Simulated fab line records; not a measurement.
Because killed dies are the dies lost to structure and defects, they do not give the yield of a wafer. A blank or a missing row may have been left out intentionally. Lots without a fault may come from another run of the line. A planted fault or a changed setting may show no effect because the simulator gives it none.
Which tool was responsible?	flow n5-finfet	11 lots, 28 wafers sampled, at 5 steps of a route of 1938

== WHAT EACH GAUGE READ, for each wafer ==
Not one reading of a measure or inspect step in the record can be checked against a usual standard deviation.

== WHAT TOOL EACH LOT RAN ON (gives the tool, then ch and the chambers of the sampled wafers, and finally the start) ==
lot	N5_BEOL_M12_DESCUM_15	N5_BEOL_M12_DESCUM_33	N5_BEOL_M12_ETCH_67	N5_BEOL_M12_DEGAS_41	N5_PASSIVATION_PROBE_49
L259	rie-diel-02 ch 1, day 13 03:07	rie-diel-01 ch 1,2, day 13 04:23	rie-diel-01 ch 1,2, day 13 04:25	pvd-sputter-02, day 13 07:37	prober-01, day 14 17:13
L262	rie-diel-03 ch 1,3, day 13 13:57	rie-diel-01 ch 2,3, day 13 15:12	rie-diel-01 ch 2,3, day 13 15:14	pvd-sputter-02, day 13 16:31	-
L263	rie-diel-01 ch 1,2,3, day 13 19:30	rie-diel-01 ch 0,1,3, day 13 20:35	rie-diel-01 ch 0,1,3, day 13 20:37	pvd-sputter-03, day 13 23:50	prober-01, day 15 09:41
L264	rie-diel-01 ch 0,1,2, day 14 00:43	rie-diel-03 ch 0,1,2, day 14 01:53	rie-diel-03 ch 0,1,2, day 14 01:55	pvd-sputter-03, day 14 03:04	prober-02, day 15 18:27
L267	rie-diel-03 ch 0,2,3, day 14 10:10	rie-diel-03 ch 0,1,3, day 14 11:05	rie-diel-03 ch 0,1,3, day 14 11:07	pvd-sputter-03, day 14 15:56	prober-01, day 16 05:19
L268	rie-diel-03 ch 0,2, day 14 14:43	rie-diel-03 ch 0,1,2, day 14 15:47	rie-diel-03 ch 0,1,2, day 14 15:49	pvd-sputter-03, day 14 23:36	prober-02, day 16 12:35
L271	rie-diel-03 ch 1, day 15 19:45	rie-diel-02 ch 0,1, day 15 20:40	rie-diel-02 ch 0,1, day 15 20:42	pvd-sputter-03, day 16 03:01	-
L272	rie-diel-03 ch 2,3, day 16 01:45	rie-diel-01 ch 3, day 16 02:55	rie-diel-01 ch 3, day 16 02:58	pvd-sputter-01, day 16 04:07	-
L273	rie-diel-03 ch 0,1, day 16 20:30	rie-diel-02 ch 0,2, day 16 21:25	rie-diel-02 ch 0,2, day 16 21:26	pvd-sputter-02, day 16 22:29	-
L274	rie-diel-03 ch 0,1,3, day 16 23:24	rie-diel-01 ch 0,1, day 17 00:19	rie-diel-01 ch 0,1, day 17 00:20	pvd-sputter-01, day 17 04:42	-
L275	rie-diel-03 ch 0,1, day 17 06:28	rie-diel-01 ch 0,2,3, day 17 07:23	rie-diel-01 ch 0,2,3, day 17 07:26	pvd-sputter-03, day 17 10:23	prober-02, day 18 16:24
- N5_BEOL_M12_DESCUM_15: chemistry O2, time 7.9 s.
- N5_BEOL_M12_DESCUM_33: chemistry O2, time 7.9 s.
- N5_BEOL_M12_ETCH_67: etches SiARC in CF4, target depth 143 nm, time 238.3 s.
- N5_BEOL_M12_DEGAS_41: time 60 s.
- N5_PASSIVATION_PROBE_49

== WHAT THE TOOLS THEMSELVES READ (means of the sampled wafers that have a number; where no wafer has one, the mark that the record gives instead) ==
N5_BEOL_M12_DESCUM_15. Usual: bias-power-w 20.00 W, standard deviation 0.059; drypump-motor-current-A 5.55 A, standard deviation 0.24; oes-product-au 0.77 a.u., standard deviation 0.074; rf-vpp-V 242.4 V, standard deviation 1.5; showerhead-plenum-p-Torr 2.05 Torr, standard deviation 0.087; throttle-valve-pct 20.55 %, standard deviation 0.24.
lot	tool	bias-power-w (W)	drypump-motor-current-A (A)	oes-product-au (a.u.)	rf-vpp-V (V)	showerhead-plenum-p-Torr (Torr)	throttle-valve-pct (%)	flag
L259	rie-diel-02	20.03	4.92	0.91	242.5	2.04	20.11	
L262	rie-diel-03	20.10	5.73	0.77	242.0	2.02	20.57	
L263	rie-diel-01	19.98	5.48	0.75	243.5	2.10	20.46	
L264	rie-diel-01	20.00	5.51	0.82	243.3	2.09	20.56	
L267	rie-diel-03	19.97	5.63	0.75	242.2	2.04	20.67	
L268	rie-diel-03	20.05	5.56	0.73	242.9	2.08	20.77	
L271	rie-diel-03	20.04	5.71	0.71	241.2	1.98	20.62	
L272	rie-diel-03	20.02	5.67	0.74	242.2	1.96	20.58	
L273	rie-diel-03	19.99	5.64	0.71	242.7	2.08	20.76	
L274	rie-diel-03	19.97	5.68	0.74	241.9	2.07	20.71	
L275	rie-diel-03	19.99	5.67	0.71	241.6	2.05	20.72	

N5_BEOL_M12_DESCUM_33. Usual: bias-power-w 20.00 W, standard deviation 0.057; drypump-motor-current-A 5.52 A, standard deviation 0.28; oes-product-au 0.78 a.u., standard deviation 0.072; rf-vpp-V 242.6 V, standard deviation 1.4; showerhead-plenum-p-Torr 2.07 Torr, standard deviation 0.078; throttle-valve-pct 20.51 %, standard deviation 0.27.
lot	tool	bias-power-w (W)	drypump-motor-current-A (A)	oes-product-au (a.u.)	rf-vpp-V (V)	showerhead-plenum-p-Torr (Torr)	throttle-valve-pct (%)	flag
L259	rie-diel-01	20.04	5.51	0.81	243.2	2.11	20.59	
L262	rie-diel-01	19.98	5.68	0.74	243.2	2.09	20.46	
L263	rie-diel-01	19.99	5.33	0.79	242.8	2.08	20.33	
L264	rie-diel-03	19.99	5.62	0.73	241.9	2.02	20.66	
L267	rie-diel-03	20.00	5.68	0.76	242.7	2.08	20.67	
L268	rie-diel-03	19.90	5.62	0.72	242.1	2.02	20.68	
L271	rie-diel-02	19.98	5.16	0.92	242.8	2.13	20.16	
L272	rie-diel-01	20.01	5.39	0.69	243.0	2.06	20.18	
L273	rie-diel-02	20.01	5.60	0.86	245.1	2.17	20.20	
L274	rie-diel-01	19.99	5.24	0.79	243.1	2.08	20.46	
L275	rie-diel-01	19.98	5.59	0.76	243.0	2.07	20.49	

N5_BEOL_M12_ETCH_67. Usual: drypump-motor-current-A 5.52 A, standard deviation 0.28; etch-rf-on-time-s 234 s, standard deviation 5.6; oes-product-au 0.68 a.u., standard deviation 0.064; rf-vpp-V 183.7 V, standard deviation 1.2; showerhead-plenum-p-Torr 2.11 Torr, standard deviation 0.072; throttle-valve-pct 15.65 %, standard deviation 0.25.
lot	tool	drypump-motor-current-A (A)	etch-rf-on-time-s (s)	oes-product-au (a.u.)	rf-vpp-V (V)	showerhead-plenum-p-Torr (Torr)	throttle-valve-pct (%)	flag
L259	rie-diel-01	5.52	190	0.80	183.4	2.16	15.72	OFF
L262	rie-diel-01	5.69	192	0.74	182.8	2.13	15.61	OFF
L263	rie-diel-01	5.33	176	0.82	184.7	2.12	15.45	OFF
L264	rie-diel-03	5.61	237	0.62	182.4	2.08	15.92	
L267	rie-diel-03	5.65	234	0.66	184.6	2.12	15.80	
L268	rie-diel-03	5.60	235	0.62	182.4	2.07	15.93	
L271	rie-diel-02	5.17	233	0.78	184.2	2.20	15.36	
L272	rie-diel-01	5.42	236	0.59	183.6	2.11	15.42	
L273	rie-diel-02	5.62	235	0.74	184.8	2.22	15.38	
L274	rie-diel-01	5.25	229	0.68	184.6	2.13	15.58	
L275	rie-diel-01	5.59	233	0.66	184.1	2.11	15.58	

N5_BEOL_M12_DEGAS_41. Usual: heater-power-w reads 326 W (standard deviation 21).
lot	tool	heater-power-w (W)	flag
L259	pvd-sputter-02	330	
L262	pvd-sputter-02	322	
L263	pvd-sputter-03	330	
L264	pvd-sputter-03	328	
L267	pvd-sputter-03	338	
L268	pvd-sputter-03	350	
L271	pvd-sputter-03	331	
L272	pvd-sputter-01	311	
L273	pvd-sputter-02	332	
L274	pvd-sputter-01	290	
L275	pvd-sputter-03	342	

N5_PASSIVATION_PROBE_49. Usual: defect-limited-yield 91.3 %, standard deviation 1.3; killed_at_M0_to_M3 36, standard deviation 12; killed_at_M4_up 13, standard deviation 4.6; killed-at-contacts 13, standard deviation 5.4; killed-at-front-end 37, standard deviation 10; killed-at-other 3.6, standard deviation 2.9; killed-dies 102, standard deviation 15; killed-on-rim 13, standard deviation 4; killed-open 67, standard deviation 12; killed-short 33, standard deviation 7.5; sort_bin_5_function 5.1 %, standard deviation 0.93; sort_bin_6_memory 3.2 %, standard deviation 0.62; sort-n-pass 1078, standard deviation 15; sort-yield-pct 91.3 %, standard deviation 1.3.
lot	tool	defect-limited-yield (%)	killed_at_M0_to_M3	killed_at_M4_up	killed-at-contacts	killed-at-front-end	killed-at-other	killed-dies	killed-on-rim	killed-open	killed-short	sort_bin_5_function (%)	sort_bin_6_memory (%)	sort-n-pass	sort-yield-pct (%)	flag
L259	prober-01	90.9	40	13	10	40	3.5	106	16	58	46	5.7	3.2	1074	90.9	
L263	prober-01	93.5	32	8	7	28	2.0	77	9	50	27	3.6	2.8	1103	93.5	
L264	prober-02	91.8	27	17	14	39	1.0	97	10	66	30	4.8	3.1	1083	91.8	
L267	prober-01	91.7	30	17	14	36	1.3	98	14	72	24	4.8	3.3	1082	91.7	
L268	prober-02	89.7	57	12	13	39	1.0	122	16	85	37	6.4	3.6	1058	89.7	
L275	prober-02	90.2	45	13	16	37	4.7	116	18	76	36	5.5	3.7	1064	90.2	

== THE ANSWER, worked out from the rows above alone ==
Rule: lot off if the mean of its wafers having a number is beyond 3 standard deviations from the usual mean. A lot without any number at a reading at which 4 lots or more have one is off too. The other lots that the step has rows for count as sound. Order of review: gauges by route order, followed by the tools' own readings, for which a lot's mean as printed above is used. At the first step where some lot is off, the reading lying furthest off is the one used; lots without a number count as furthest.
Off at N5_BEOL_M12_ETCH_67 (etch-rf-on-time-s): L259, L262, L263.
A tool fits if, at that step or a process step before it, it ran every lot that is off, and no sound lot after the first of them. None of those tried fits.

== WHAT THE SIMULATOR HAD INSERTED ==
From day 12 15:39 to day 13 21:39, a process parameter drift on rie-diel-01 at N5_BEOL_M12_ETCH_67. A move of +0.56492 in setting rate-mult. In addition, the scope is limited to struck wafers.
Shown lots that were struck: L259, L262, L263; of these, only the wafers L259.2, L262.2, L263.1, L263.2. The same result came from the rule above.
